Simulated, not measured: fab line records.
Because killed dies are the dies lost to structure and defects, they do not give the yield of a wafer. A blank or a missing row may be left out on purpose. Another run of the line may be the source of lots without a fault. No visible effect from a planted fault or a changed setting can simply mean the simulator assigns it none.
fab line records    flow n5-finfet
[record] lots = 12  wafers = 35  last-day = 20
route steps=1938 shown WELL_APT@32 PMOS_HMC_CHANNEL_EPI@57 PASSIVATION@1936
lots untouched by any fault: they come from a run of this same line in which no faults occurred
start-h: hours from the record's first day to the start of the lot's first wafer shown    wait-h: time in hours since the lot's previous step    " as in the row above    L1.1+2: a single row standing in for several wafers    - value missing, or start not given    * or withheld: withheld    < > ~ a bound
route shown NAME@n: names a module that has steps shown in the file, with the first one's number in the route    usual: mean/standard deviation of fault-free wafers    same: alike in all rows    chamber/n: place in a boat    sites: the reading at each site    _std_site: the standard deviation of these    _edge_site: inner sites' mean taken away from outer sites' mean    radius-mm: for every site, how far away it sits from the centre of the wafer    mask NAME#n: copy n    behind: tool/chamber where the wafer was last shaped    hold: the reason the lot was held/the length of the hold in hours/how it ended    device: the n, p or np transistor that did not switch    end of line: tests of these same wafers at the route's end    for a step that has no rows: nothing shown but its recipe    killed: at the first sort, the dies lost to defects and structure; wafer yield is something else    map: a wafer's dies, x killed, . not, _ none there
set.NAME: the setting as run; set.NAME@STEP: as run at that earlier step    model.NAME: the simulator's own value behind a step, which no gauge read
steps of the route over a sample of lots; a table a step, a row a wafer
services: the hour from which a tool's chamber was out of use, counted from the record's first day as start-h (under 0 if before that day), plus the number of hours and why
[[steps]]
[step N5_WELL_APT_IMPLANT_14]
[recipe] species = P  energy-kev = 160  dose-cm2 = 1.5e+13  tilt-deg = 0  rotation-deg = 0
[usual] beam-energy-keV = 160.01/0.046  dose-ions-cm2 = 1.5e+13/1.8e+10  tilt-deg = 0.000/0.02
lot.wafer  tool          chamber  start-h  wait-h  beam-energy-keV  dose-ions-cm2  tilt-deg
L833.2     implanter-01  0        14.03    0.1     160.01           1.5022e+13     -0.005
L833.3     "             0        "        "       159.98           1.4988e+13     0.047
L833.5     "             0        "        "       160.03           1.5012e+13     0.034
L834.3     implanter-01  0        20.32    0.1     160.02           1.5008e+13     0.033
L834.5     "             0        "        "       160.01           1.499e+13      0.041
L834.6     "             0        "        "       159.95           1.5023e+13     0.046
L835.4     implanter-02  0        26.28    0.2     160.10           1.4984e+13     -0.032
L835.5     "             0        "        "       159.97           1.5015e+13     -0.028
L836.1     implanter-02  0        31.89    0.1     160.02           1.5052e+13     -0.007
L836.4     "             0        "        "       159.98           1.5022e+13     0.005
L836.5     "             0        "        "       159.95           1.5004e+13     0.017
L838.1     implanter-01  0        43.76    0.1     160.07           1.5009e+13     -0.017
L838.4     "             0        "        "       159.99           1.5014e+13     -0.007
L838.6     "             0        "        "       160.03           1.4984e+13     0.007
L839.1     implanter-01  0        49.76    0.1     160.03           1.4976e+13     -0.014
L839.3     "             0        "        "       159.95           1.4993e+13     0.011
L839.6     "             0        "        "       159.97           1.4986e+13     0.029
L846.1     implanter-02  0        92.03    0.1     159.97           1.4158e+13     0.008
L846.2     "             0        "        "       160.02           1.4137e+13     -0.002
L846.4     "             0        "        "       159.97           1.4145e+13     0.011
L847.1     implanter-02  0        97.96    0.1     159.97           1.4165e+13     -0.028
L847.2     "             0        "        "       160.07           1.4134e+13     -0.002
L847.6     "             0        "        "       160.03           1.4117e+13     -0.029
L851.1     implanter-01  0        122.82   0.1     160.03           1.4998e+13     -0.025
L851.3     "             0        "        "       160.08           1.498e+13      -0.028
L851.5     "             0        "        "       159.95           1.4996e+13     -0.002
L853.4     implanter-01  0        133.96   0.2     160.05           1.4964e+13     -0.015
L853.5     "             0        "        "       160.03           1.4969e+13     0.018
L853.6     "             0        "        "       159.98           1.4985e+13     0.007
L855.2     implanter-01  0        145.97   0.1     160.07           1.4996e+13     0.019
L855.3     "             0        "        "       160.12           1.5017e+13     0.002
L855.4     "             0        "        "       160.06           1.4997e+13     -0.004
L856.1     implanter-01  0        152.17   0.1     160.05           1.4998e+13     0.021
L856.4     "             0        "        "       160.08           1.5027e+13     0.020
L856.6     "             0        "        "       160.01           1.4989e+13     0.000
[step N5_PMOS_HMC_CHANNEL_EPI_HM_DEP_34]
[recipe] material = SiO2  target-thk-a = 360  temp-c = 400  precursor = TEOS/O2  pressure-torr = 6.5  rf-w = 900  teos-flow-sccm = 161.4  gas = O2  flow-sccm = 2650  time-s = 6.9
[usual] chamber-pressure-Torr = 6.499/0.014  heater-power-w = 636/110  showerhead-plenum-p-Torr = 8.37/0.031  throttle-valve-pct = 18.8/1.1
lot.wafer  tool      chamber  start-h  wait-h  chamber-pressure-Torr  heater-power-w  showerhead-plenum-p-Torr  throttle-valve-pct
L833.2     pecvd-02  0        18.18    0.0     6.499                  814             8.42                      18.5
L833.3     "         1        "        "       6.492                  686             8.35                      19.4
L833.5     "         2        "        "       6.514                  724             8.39                      17.8
L834.3     pecvd-03  1        23.08    0.0     6.495                  502             8.38                      17.9
L834.5     "         0        "        "       6.522                  682             8.40                      20.8
L834.6     "         1        "        "       6.504                  494             8.40                      17.7
L835.4     pecvd-03  1        28.90    0.0     6.503                  526             8.40                      17.9
L835.5     "         0        "        "       6.498                  732             8.39                      20.7
L836.1     pecvd-03  1        35.41    0.0     6.494                  540             8.37                      17.7
L836.4     "         1        "        "       6.501                  532             8.38                      18.0
L836.5     "         1        "        "       6.491                  532             8.36                      17.8
L838.1     pecvd-01  1        46.67    0.0     6.511                  376             8.33                      19.0
L838.4     "         0        "        "       6.496                  498             8.32                      19.6
L838.6     "         0        "        "       6.496                  497             8.33                      19.0
L839.1     pecvd-03  1        52.49    0.0     6.512                  640             8.38                      17.9
L839.3     "         0        "        "       6.497                  717             8.39                      20.8
L839.6     "         1        "        "       6.489                  630             8.41                      18.0
L846.1     pecvd-02  2        95.00    0.0     6.491                  727             8.39                      18.1
L846.2     "         0        "        "       6.500                  738             8.39                      18.4
L846.4     "         2        "        "       6.506                  713             8.40                      17.5
L847.1     pecvd-03  1        100.86   0.0     6.502                  509             8.35                      17.9
L847.2     "         2        "        "       6.481                  753             8.30                      17.7
L847.6     "         2        "        "       6.496                  738             8.31                      18.2
L851.1     pecvd-01  2        125.69   0.0     6.499                  561             8.34                      17.6
L851.3     "         1        "        "       6.499                  436             8.33                      18.8
L851.5     "         2        "        "       6.485                  562             8.34                      17.8
L853.4     pecvd-02  1        136.60   0.0     6.496                  653             8.33                      19.3
L853.5     "         0        "        "       6.485                  751             8.41                      18.5
L853.6     "         2        "        "       6.537                  683             8.39                      17.8
L855.2     pecvd-02  0        149.06   0.0     6.503                  795             8.40                      18.5
L855.3     "         2        "        "       6.506                  725             8.39                      17.6
L855.4     "         1        "        "       6.515                  635             8.35                      19.4
L856.1     pecvd-01  2        155.14   0.0     6.495                  653             8.33                      17.6
L856.4     "         2        "        "       6.500                  668             8.34                      18.1
L856.6     "         0        "        "       6.484                  551             8.32                      19.6
[step N5_PMOS_HMC_CHANNEL_EPI_OVL_MEAS_10]
[recipe] points-per-wafer = 44
[usual] PMOS_HMC_BLK_OVL = 0.4/0.83
lot.wafer  tool        chamber  start-h  wait-h  PMOS_HMC_BLK_OVL[nm]
L833.2     overlay-01  0        18.61    0.0     -0.7
L833.3     "           0        "        "       -2.6
L833.5     "           0        "        "       -1.8
L834.3     overlay-02  0        23.52    0.0     0.1
L834.5     "           0        "        "       -0.3
L834.6     "           0        "        "       1.8
L835.4     overlay-02  0        29.34    0.0     -1.0
L835.5     "           0        "        "       -0.7
L836.1     overlay-01  0        35.73    0.0     -0.7
L836.4     "           0        "        "       0.6
L836.5     "           0        "        "       0.2
L838.1     overlay-02  0        46.99    0.0     0.2
L838.4     "           0        "        "       0.6
L838.6     "           0        "        "       0.4
L839.1     overlay-01  0        52.94    0.0     0.9
L839.3     "           0        "        "       0.3
L839.6     "           0        "        "       1.5
L846.1     overlay-01  0        95.31    0.0     0.8
L846.2     "           0        "        "       -0.1
L846.4     "           0        "        "       0.0
L847.1     overlay-02  0        101.29   0.0     0.1
L847.2     "           0        "        "       -0.6
L847.6     "           0        "        "       0.0
L851.1     overlay-01  0        126.13   0.0     1.6
L851.3     "           0        "        "       1.3
L851.5     "           0        "        "       1.5
L853.4     overlay-01  0        137.02   0.0     0.3
L853.5     "           0        "        "       1.5
L853.6     "           0        "        "       0.2
L855.2     overlay-02  0        149.38   0.0     -0.7
L855.3     "           0        "        "       0.4
L855.4     "           0        "        "       -0.2
L856.1     overlay-01  0        155.45   0.0     1.2
L856.4     "           0        "        "       0.1
L856.6     "           0        "        "       -0.1
[step N5_PMOS_HMC_CHANNEL_EPI_DESCUM_14]
[recipe] chemistry = O2  time-s = 7.9  source-power-w = 50  bias-power-w = 20  pressure-mtorr = 20  rf-frequency-hz = 2.712e+07  temp-c = 40  resist = CAR-ArF-block  o2-flow-sccm = 225
[usual] drypump-motor-current-A = 5.6/0.45  oes-product-au = 0.79/0.086  rf-vpp-V = 243.4/1.3  showerhead-plenum-p-Torr = 2.12/0.07  throttle-valve-pct = 20.51/0.18
lot.wafer  tool         chamber  start-h  wait-h  drypump-motor-current-A  oes-product-au  rf-hours-counter-h  rf-vpp-V  showerhead-plenum-p-Torr  throttle-valve-pct
L833.2     rie-diel-06  0        18.67    0.0     5.5                      0.68            227                 243.9     2.10                      20.55
L833.3     "            3        "        "       5.8                      0.74            151                 242.3     2.07                      20.32
L833.5     "            3        "        "       5.8                      0.73            -                   241.3     2.06                      20.30
L834.3     rie-diel-02  0        23.61    0.1     5.5                      0.87            59                  243.6     2.04                      20.20
L834.5     "            3        "        "       5.7                      0.78            -                   241.2     1.98                      20.31
L834.6     "            2        "        "       5.5                      0.77            -                   243.3     2.11                      20.40
L835.4     rie-diel-06  0        29.56    0.2     5.5                      0.68            231                 242.7     2.10                      20.55
L835.5     "            1        "        "       5.4                      0.93            -                   244.1     2.13                      20.32
L836.1     rie-diel-03  1        35.79    0.0     6.5                      0.80            114                 243.9     2.14                      20.60
L836.4     "            2        "        "       5.4                      0.73            174                 244.8     2.20                      20.70
L836.5     "            1        "        "       6.5                      0.80            -                   243.6     2.14                      20.60
L838.1     rie-diel-03  2        47.58    0.6     5.4                      0.70            178                 242.8     2.20                      20.71
L838.4     "            2        "        "       5.4                      0.71            -                   244.2     2.20                      20.71
L838.6     "            3        "        "       4.9                      0.77            -                   244.0     2.18                      20.67
L839.1     rie-diel-06  3        53.00    0.0     5.8                      0.73            162                 243.5     2.06                      20.34
L839.3     "            2        "        "       5.8                      0.84            66                  241.0     1.97                      20.54
L839.6     "            2        "        "       5.8                      0.84            -                   241.4     1.97                      20.53
L846.1     rie-diel-06  2        95.37    0.0     5.9                      0.83            80                  240.9     1.97                      20.56
L846.2     "            1        "        "       5.4                      0.88            39                  244.1     2.12                      20.36
L846.4     "            3        "        "       5.8                      0.71            -                   243.3     2.06                      20.36
L847.1     rie-diel-03  1        101.35   0.0     6.4                      0.79            134                 244.2     2.13                      20.65
L847.2     "            3        "        "       4.9                      0.75            154                 244.2     2.18                      20.70
L847.6     "            2        "        "       5.4                      0.70            -                   243.6     2.20                      20.76
L851.1     rie-diel-03  1        126.19   0.0     6.5                      0.79            138                 242.8     2.13                      20.64
L851.3     "            0        "        "       6.0                      0.90            20                  242.5     2.14                      20.36
L851.5     "            0        "        "       6.0                      0.91            -                   242.8     2.14                      20.35
L853.4     rie-diel-06  0        137.12   0.1     5.5                      0.98            6                   242.3     2.09                      20.28
L853.5     "            0        "        "       5.5                      0.98            -                   241.6     2.09                      20.29
L853.6     "            1        "        "       5.4                      0.87            -                   244.7     2.12                      20.38
L855.2     rie-diel-06  1        149.43   0.0     5.4                      0.87            55                  244.2     2.12                      20.37
L855.3     "            3        "        "       5.8                      0.72            191                 242.5     2.05                      20.39
L855.4     "            2        "        "       5.9                      0.81            96                  241.5     1.96                      20.59
L856.1     rie-diel-03  3        155.50   0.0     4.9                      0.75            169                 245.0     2.17                      20.73
L856.4     "            1        "        "       6.4                      0.78            146                 244.3     2.13                      20.65
L856.6     "            3        "        "       4.9                      0.75            -                   244.1     2.17                      20.72
[step N5_PASSIVATION_PROBE_49]
[usual] killed_at_M0_to_M3 = 36/10  killed_at_M4_up = 14/5.2  killed-at-contacts = 12/6  killed-at-front-end = 37/10  killed-at-other = 4/3.3  killed-dies = 104/18  killed-on-rim = 14/4.1  killed-open = 68/14  killed-short = 34/7.4
[same] gross-dies = 1180  killed-at-back-side = 0
lot.wafer  tool       chamber  start-h  wait-h  killed_at_M0_to_M3  killed_at_M4_up  killed-at-contacts  killed-at-front-end  killed-at-other  killed-dies  killed-on-rim  killed-open  killed-short
L833.2     prober-01  -        301.25   0.1     33                  28               23                  22                   2                108          17             80           26
L833.3     prober-01  -        301.30   0.1     47                  10               16                  22                   1                96           15             50           45
L833.5     prober-01  -        301.40   0.2     44                  22               9                   29                   2                106          10             75           31
L834.3     prober-01  -        319.01   0.1     39                  14               21                  58                   4                136          17             90           44
L834.5     prober-01  -        319.11   0.2     31                  21               12                  56                   11               131          15             82           42
L834.6     prober-01  -        319.16   0.3     44                  23               16                  35                   0                118          19             82           31
L836.1     prober-01  -        337.20   0.0     33                  11               6                   38                   0                88           11             46           42
L836.4     prober-01  -        337.35   0.2     36                  19               2                   35                   2                94           15             60           30
L836.5     prober-01  -        337.40   0.2     37                  22               6                   30                   1                96           9              58           36
L835.4     prober-01  -        338.42   0.2     28                  8                6                   31                   6                79           10             53           26
L835.5     prober-01  -        338.47   0.2     18                  13               14                  16                   3                64           7              42           22
L838.1     prober-01  -        344.30   0.0     53                  14               14                  30                   5                116          17             85           29
L838.4     prober-01  -        344.45   0.2     27                  25               29                  31                   5                117          13             77           33
L838.6     prober-01  -        344.55   0.3     56                  18               23                  41                   0                138          15             96           40
L839.1     prober-01  -        362.77   0.0     37                  13               16                  72                   4                142          22             102          40
L839.3     prober-01  -        362.87   0.1     47                  10               23                  51                   3                134          16             85           49
L839.6     prober-01  -        363.02   0.3     23                  9                20                  39                   3                94           17             58           35
L847.1     prober-01  -        400.51   0.0     42                  14               10                  61                   2                129          15             77           52
L847.2     prober-01  -        400.56   0.1     29                  12               7                   41                   2                91           7              55           36
L847.6     prober-01  -        400.76   0.3     44                  9                11                  52                   1                117          12             71           45
L846.1     prober-01  -        401.20   0.0     41                  15               2                   34                   4                96           9              67           29
L846.2     prober-01  -        401.25   0.1     33                  22               9                   35                   4                103          13             67           33
L846.4     prober-01  -        401.35   0.2     24                  11               9                   27                   3                74           8              48           24
L851.1     prober-02  -        439.42   0.0     50                  14               10                  46                   8                128          15             91           36
L851.3     prober-02  -        439.52   0.1     40                  9                16                  45                   4                114          10             86           28
L851.5     prober-02  -        439.62   0.2     46                  11               7                   29                   6                99           11             68           29
L853.4     prober-02  -        460.19   0.2     42                  10               7                   22                   0                81           8              54           26
L853.5     prober-02  -        460.24   0.2     42                  10               6                   27                   1                86           6              55           30
L853.6     prober-02  -        460.29   0.3     54                  9                16                  23                   1                103          17             72           30
L856.1     prober-01  -        478.20   0.0     42                  11               3                   34                   7                97           16             57           39
L856.4     prober-01  -        478.35   0.2     32                  16               13                  49                   6                116          20             72           43
L856.6     prober-01  -        478.45   0.3     41                  11               5                   36                   2                95           18             68           25
L855.2     prober-01  -        481.84   0.1     36                  10               9                   33                   5                93           12             68           25
L855.3     prober-01  -        481.89   0.1     29                  13               9                   32                   3                86           15             60           26
L855.4     prober-01  -        481.94   0.2     30                  3                7                   34                   0                74           9              57           15
// killed by level:class
L833.2 MOL_CONTACT_COAG:geometric-particle:open=20 BEOL_M4:geometric-particle:open=11 BEOL_M1:geometric-particle:open=8 FIN_SAQP:geometric-particle:open=7 STI_FIN_REVEAL:geometric-particle:open=5 BEOL_M0_SAQP:geometric-particle:short=5 BEOL_M0_SAQP:geometric-particle:open=5 BEOL_M5:geometric-particle:open=5
L833.3 MOL_CONTACT_COAG:geometric-particle:open=13 BEOL_M0_SAQP:geometric-particle:short=13 BEOL_M1:geometric-particle:open=10 FIN_SAQP:geometric-particle:short=7 BEOL_M1:geometric-particle:short=6 BEOL_M0_SAQP:geometric-particle:open=5 STI_FIN_REVEAL:geometric-particle:open=4 BEOL_M0:geometric-particle:short=4
L833.5 BEOL_M1:geometric-particle:open=15 FIN_SAQP:geometric-particle:open=10 BEOL_M0_SAQP:geometric-particle:short=10 BEOL_M0_SAQP:geometric-particle:open=9 MOL_CONTACT_COAG:geometric-particle:open=7 BEOL_M4:geometric-particle:open=7 BEOL_M5:geometric-particle:open=6 FIN_SAQP:geometric-particle:short=4
L834.3 STI_FIN_REVEAL:geometric-particle:open=21 MOL_CONTACT_COAG:geometric-particle:open=16 BEOL_M0_SAQP:geometric-particle:short=10 STI_FIN_REVEAL:geometric-particle:short=9 BEOL_M2:geometric-particle:open=9 FIN_SAQP:geometric-particle:short=7 BEOL_M0_SAQP:geometric-particle:open=7 FIN_SAQP:geometric-particle:open=6
L834.5 FIN_SAQP:geometric-particle:open=15 MOL_CONTACT_COAG:geometric-particle:open=12 FIN_SAQP:geometric-particle:short=9 BEOL_M0_SAQP:geometric-particle:short=9 BEOL_M1:geometric-particle:open=8 BEOL_M4:geometric-particle:open=8 STI_FIN_REVEAL:geometric-particle:open=6 BEOL_M0_SAQP:geometric-particle:open=6
L834.6 BEOL_M4:geometric-particle:open=17 MOL_CONTACT_COAG:geometric-particle:open=13 BEOL_M3:geometric-particle:open=13 FIN_SAQP:geometric-particle:open=8 BEOL_M0_SAQP:geometric-particle:short=7 BEOL_M0_SAQP:geometric-particle:open=6 BEOL_M1:geometric-particle:open=6 BEOL_M1:geometric-particle:short=4
L836.1 STI_FIN_REVEAL:geometric-particle:open=10 BEOL_M3:geometric-particle:short=8 BEOL_M0_SAQP:geometric-particle:short=7 FIN_SAQP:geometric-particle:short=6 BEOL_M4:geometric-particle:open=6 MOL_CONTACT_COAG:geometric-particle:open=6 BEOL_M3:geometric-particle:open=5 BEOL_M2:geometric-particle:short=4
L836.4 BEOL_M4:geometric-particle:open=10 BEOL_M0_SAQP:geometric-particle:open=7 BEOL_M3:geometric-particle:open=7 BEOL_M1:geometric-particle:open=7 FIN_SAQP:geometric-particle:short=6 BEOL_M0_SAQP:geometric-particle:short=5 BEOL_M2:geometric-particle:open=5 STARTING-WAFER:geometric-particle:short=5
L836.5 BEOL_M4:geometric-particle:open=9 FIN_SAQP:geometric-particle:open=8 BEOL_M1:geometric-particle:open=8 FIN_SAQP:geometric-particle:short=7 BEOL_M2:geometric-particle:open=7 BEOL_M3:geometric-particle:short=6 STI_FIN_REVEAL:geometric-particle:open=5 MOL_CONTACT_COAG:geometric-particle:open=5
L835.4 BEOL_M2:geometric-particle:open=7 STI_FIN_REVEAL:geometric-particle:open=6 FIN_SAQP:geometric-particle:short=5 GATE_CUT:geometric-particle:short=5 MOL_CONTACT_COAG:geometric-particle:open=5 BEOL_M0_SAQP:geometric-particle:open=5 BEOL_M1:geometric-particle:open=5 FIN_SAQP:geometric-particle:open=3
L835.5 MOL_CONTACT_COAG:geometric-particle:open=12 GATE_CUT:geometric-particle:short=6 BEOL_M1:geometric-particle:open=5 FIN_SAQP:geometric-particle:open=4 BEOL_M0_SAQP:geometric-particle:short=4 BEOL_M4:geometric-particle:open=4 BEOL_M2:geometric-particle:open=3 BEOL_M7:geometric-particle:open=3
L838.1 BEOL_M3:geometric-particle:open=15 MOL_CONTACT_COAG:geometric-particle:open=14 DUMMY_GATE:geometric-particle:open=10 BEOL_M0_SAQP:geometric-particle:open=9 BEOL_M0_SAQP:geometric-particle:short=9 BEOL_M2:geometric-particle:open=8 BEOL_M4:geometric-particle:open=7 BEOL_M1:geometric-particle:open=4
L838.4 MOL_CONTACT_COAG:geometric-particle:open=21 BEOL_M3:geometric-particle:open=9 MOL_CONTACT_COAG:geometric-particle:short=8 BEOL_M4:geometric-particle:open=8 FIN_SAQP:geometric-particle:open=6 BEOL_M0_SAQP:geometric-particle:open=5 HKMG_FIN:area-etch=5 GATE_CUT:geometric-particle:open=4
L838.6 MOL_CONTACT_COAG:geometric-particle:open=17 BEOL_M0_SAQP:geometric-particle:open=13 FIN_SAQP:geometric-particle:open=11 BEOL_M1:geometric-particle:open=11 BEOL_M0_SAQP:geometric-particle:short=11 BEOL_M2:geometric-particle:open=9 BEOL_M3:geometric-particle:open=8 FIN_SAQP:geometric-particle:short=7
L839.1 FIN_SAQP:geometric-particle:open=23 STI_FIN_REVEAL:geometric-particle:open=23 MOL_CONTACT_COAG:geometric-particle:open=12 FIN_SAQP:geometric-particle:short=11 BEOL_M2:geometric-particle:open=9 BEOL_M0_SAQP:geometric-particle:short=7 BEOL_M3:geometric-particle:open=6 STARTING-WAFER:geometric-particle:open=5
L839.3 FIN_SAQP:geometric-particle:open=19 MOL_CONTACT_COAG:geometric-particle:open=15 BEOL_M2:geometric-particle:open=14 FIN_SAQP:geometric-particle:short=12 BEOL_M0_SAQP:geometric-particle:short=10 MOL_CONTACT_COAG:geometric-particle:short=8 ILD0:geometric-particle:short=7 BEOL_M0_SAQP:geometric-particle:open=6
L839.6 MOL_CONTACT_COAG:geometric-particle:open=15 BEOL_M3:geometric-particle:open=9 FIN_SAQP:geometric-particle:short=8 STI_FIN_REVEAL:geometric-particle:open=7 FIN_SAQP:geometric-particle:open=6 GATE_CUT:geometric-particle:short=5 MOL_CONTACT_COAG:geometric-particle:short=5 DUMMY_GATE:geometric-particle:short=4
L847.1 STI_FIN_REVEAL:geometric-particle:open=13 BEOL_M0_SAQP:geometric-particle:open=10 BEOL_M0_SAQP:geometric-particle:short=8 FIN_SAQP:geometric-particle:open=7 FIN_SAQP:geometric-particle:short=7 MOL_CONTACT_COAG:geometric-particle:open=7 STI_FIN_REVEAL:geometric-particle:short=6 ILD0:geometric-particle:short=6
L847.2 FIN_SAQP:geometric-particle:open=9 BEOL_M1:geometric-particle:open=9 GATE_CUT:geometric-particle:short=7 MOL_CONTACT_COAG:geometric-particle:open=7 FIN_SAQP:geometric-particle:short=6 BEOL_M2:geometric-particle:open=5 BEOL_M1:geometric-particle:short=5 BEOL_M4:geometric-particle:open=5
L847.6 FIN_SAQP:geometric-particle:open=16 FIN_SAQP:geometric-particle:short=14 BEOL_M1:geometric-particle:open=14 BEOL_M0_SAQP:geometric-particle:short=9 DUMMY_GATE:geometric-particle:open=8 MOL_CONTACT_COAG:geometric-particle:open=7 BEOL_M2:geometric-particle:open=7 BEOL_M0_SAQP:geometric-particle:open=5
L846.1 BEOL_M0_SAQP:geometric-particle:short=14 STI_FIN_REVEAL:geometric-particle:open=10 BEOL_M3:geometric-particle:open=10 FIN_SAQP:geometric-particle:open=7 BEOL_M0_SAQP:geometric-particle:open=7 BEOL_M4:geometric-particle:open=6 FIN_SAQP:geometric-particle:short=4 BEOL_M7:geometric-particle:open=4
L846.2 BEOL_M4:geometric-particle:open=13 BEOL_M0_SAQP:geometric-particle:open=12 MOL_CONTACT_COAG:geometric-particle:open=9 STI_FIN_REVEAL:geometric-particle:open=8 BEOL_M0_SAQP:geometric-particle:short=7 FIN_SAQP:geometric-particle:short=6 FIN_SAQP:geometric-particle:open=5 DUMMY_GATE:geometric-particle:open=4
L846.4 BEOL_M0_SAQP:geometric-particle:open=9 FIN_SAQP:geometric-particle:open=7 MOL_CONTACT_COAG:geometric-particle:open=7 BEOL_M0_SAQP:geometric-particle:short=6 BEOL_M0:geometric-particle:open=4 STARTING-WAFER:geometric-particle:short=4 GATE_CUT:geometric-particle:open=3 GATE_CUT:geometric-particle:short=3
L851.1 BEOL_M2:geometric-particle:open=20 STI_FIN_REVEAL:geometric-particle:open=15 BEOL_M1:geometric-particle:open=11 MOL_CONTACT_COAG:geometric-particle:open=8 FIN_SAQP:geometric-particle:open=7 BEOL_M0_SAQP:geometric-particle:open=6 BEOL_M0_SAQP:geometric-particle:short=5 BEOL_M5:geometric-particle:open=5
L851.3 BEOL_M1:geometric-particle:open=15 MOL_CONTACT_COAG:geometric-particle:open=12 BEOL_M2:geometric-particle:open=11 STI_FIN_REVEAL:geometric-particle:open=10 FIN_SAQP:geometric-particle:open=9 BEOL_M3:geometric-particle:open=6 FIN_SAQP:geometric-particle:short=4 STI_FIN_REVEAL:geometric-particle:short=4
L851.5 BEOL_M0_SAQP:geometric-particle:short=8 BEOL_M1:geometric-particle:open=8 BEOL_M2:geometric-particle:open=8 BEOL_M3:geometric-particle:open=8 MOL_CONTACT_COAG:geometric-particle:open=6 BEOL_M0_SAQP:geometric-particle:open=6 FIN_SAQP:geometric-particle:open=5 GATE_CUT:geometric-particle:open=5
L853.4 BEOL_M3:geometric-particle:open=8 BEOL_M3:geometric-particle:short=7 BEOL_M1:geometric-particle:open=7 BEOL_M0_SAQP:geometric-particle:open=6 MOL_CONTACT_COAG:geometric-particle:open=6 BEOL_M2:geometric-particle:open=6 BEOL_M1:geometric-particle:short=5 FIN_SAQP:geometric-particle:open=4
L853.5 BEOL_M3:geometric-particle:open=14 BEOL_M1:geometric-particle:open=9 MOL_CONTACT_COAG:geometric-particle:open=6 BEOL_M0_SAQP:geometric-particle:short=6 FIN_SAQP:geometric-particle:open=5 GATE_CUT:geometric-particle:short=5 BEOL_M0_SAQP:geometric-particle:open=5 ILD0:geometric-particle:short=4
L853.6 MOL_CONTACT_COAG:geometric-particle:open=14 BEOL_M3:geometric-particle:open=13 BEOL_M0_SAQP:geometric-particle:open=10 BEOL_M0_SAQP:geometric-particle:short=9 BEOL_M2:geometric-particle:open=9 BEOL_M1:geometric-particle:open=5 GATE_CUT:geometric-particle:short=4 BEOL_M3:geometric-particle:short=4
L856.1 BEOL_M0_SAQP:geometric-particle:short=10 BEOL_M3:geometric-particle:open=9 BEOL_M0_SAQP:geometric-particle:open=8 STI_FIN_REVEAL:geometric-particle:open=7 FIN_SAQP:geometric-particle:short=6 FIN_SAQP:geometric-particle:open=5 BEOL_M1:geometric-particle:open=5 DUMMY_GATE:geometric-particle:open=4
L856.4 STI_FIN_REVEAL:geometric-particle:open=23 BEOL_M0_SAQP:geometric-particle:short=10 MOL_CONTACT_COAG:geometric-particle:open=8 STI_FIN_REVEAL:geometric-particle:short=6 BEOL_M1:geometric-particle:open=6 GATE_CUT:geometric-particle:open=5 MOL_CONTACT_COAG:geometric-particle:short=5 FIN_SAQP:geometric-particle:short=4
L856.6 BEOL_M3:geometric-particle:open=11 BEOL_M2:geometric-particle:open=8 BEOL_M0_SAQP:geometric-particle:open=6 FIN_SAQP:geometric-particle:open=5 STI_FIN_REVEAL:geometric-particle:open=5 DUMMY_GATE:geometric-particle:open=5 GATE_CUT:geometric-particle:open=5 MOL_CONTACT_COAG:geometric-particle:open=5
L855.2 BEOL_M3:geometric-particle:open=12 MOL_CONTACT_COAG:geometric-particle:open=9 STI_FIN_REVEAL:geometric-particle:open=7 BEOL_M0_SAQP:geometric-particle:open=7 FIN_SAQP:geometric-particle:open=5 BEOL_M2:geometric-particle:open=5 FIN_SAQP:geometric-particle:short=4 BEOL_M4:geometric-particle:open=4
L855.3 MOL_CONTACT_COAG:geometric-particle:open=8 DUMMY_GATE:geometric-particle:open=7 STI_FIN_REVEAL:geometric-particle:open=5 BEOL_M0_SAQP:geometric-particle:short=5 BEOL_M0:geometric-particle:open=5 BEOL_M3:geometric-particle:open=5 FIN_SAQP:geometric-particle:open=4 BEOL_M1:geometric-particle:open=4
L855.4 FIN_SAQP:geometric-particle:open=10 BEOL_M3:geometric-particle:open=10 DUMMY_GATE:geometric-particle:open=7 MOL_CONTACT_COAG:geometric-particle:open=6 STI_FIN_REVEAL:geometric-particle:open=5 BEOL_M0_SAQP:geometric-particle:open=5 BEOL_M1:geometric-particle:open=4 BEOL_M0_SAQP:geometric-particle:short=3
[[services]]
tool          chamber  start-h  hours  kind
rie-diel-03   1        -7.87    5.8    repair
rie-diel-02   2        -2.77    2.0    repair
pecvd-01      2        3.72     71.8   repair
pecvd-02      0        5.89     5.6    repair
pecvd-03      2        18.99    4.6    repair
rie-diel-03   3        22.47    5.6    repair
rie-diel-03   -        24.05    0.2    repair
implanter-01  -        24.84    3.1    repair
implanter-01  -        30.98    4.1    repair
rie-diel-06   -        46.09    0.8    repair
pecvd-03      -        47.65    2.0    repair
pecvd-01      0        52.23    5.5    repair
implanter-02  -        60.98    2.0    repair
implanter-02  -        63.10    2.8    repair
pecvd-01      -        67.91    6.0    pm
implanter-01  -        79.25    3.4    pm
pecvd-02      0        79.29    4.8    repair
implanter-01  -        83.25    1.6    repair
pecvd-02      -        107.90   2.6    repair
rie-diel-03   1        114.46   10.7   repair
implanter-02  -        119.03   5.2    pm
pecvd-03      0        133.11   3.9    repair
rie-diel-03   3        139.89   3.5    repair
implanter-02  -        144.35   3.0    repair
[[key]]
[first-sign] step = N5_WELL_APT_IMPLANT_14  reading = dose-ions-cm2  direction = down  sigmas = 48  usual = 1.5e+13  struck = 1.4143e+13
effect none on later readings
met-at N5_WELL_APT_IMPLANT_14
struck-lots L846,L847
tester-left-out L846,L847
not-acting-at N5_PMOS_HMC_CHANNEL_EPI_HM_DEP_34,N5_PMOS_HMC_CHANNEL_EPI_OVL_MEAS_10,N5_PMOS_HMC_CHANNEL_EPI_DESCUM_14
onset-between 31.89 92.03
[fault] kind = process-parameter-drift  tool = implanter-02  chamber = -  onset-h = 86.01  steps = N5_WELL_APT_IMPLANT_14  channel = dose-cm2  offset = -8.6084e+11  shape = step  end-h = 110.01  acts-in = these-recipes-only  stated = 1.5e+13
// tester-left-out: of these lots the tester's yield and bins aren't shown, on N5 and GAA mostly nor the transistor test; their killed dies are dies lost to structure and defects alone, not to doping, threshold or leakage, so they don't give the yield
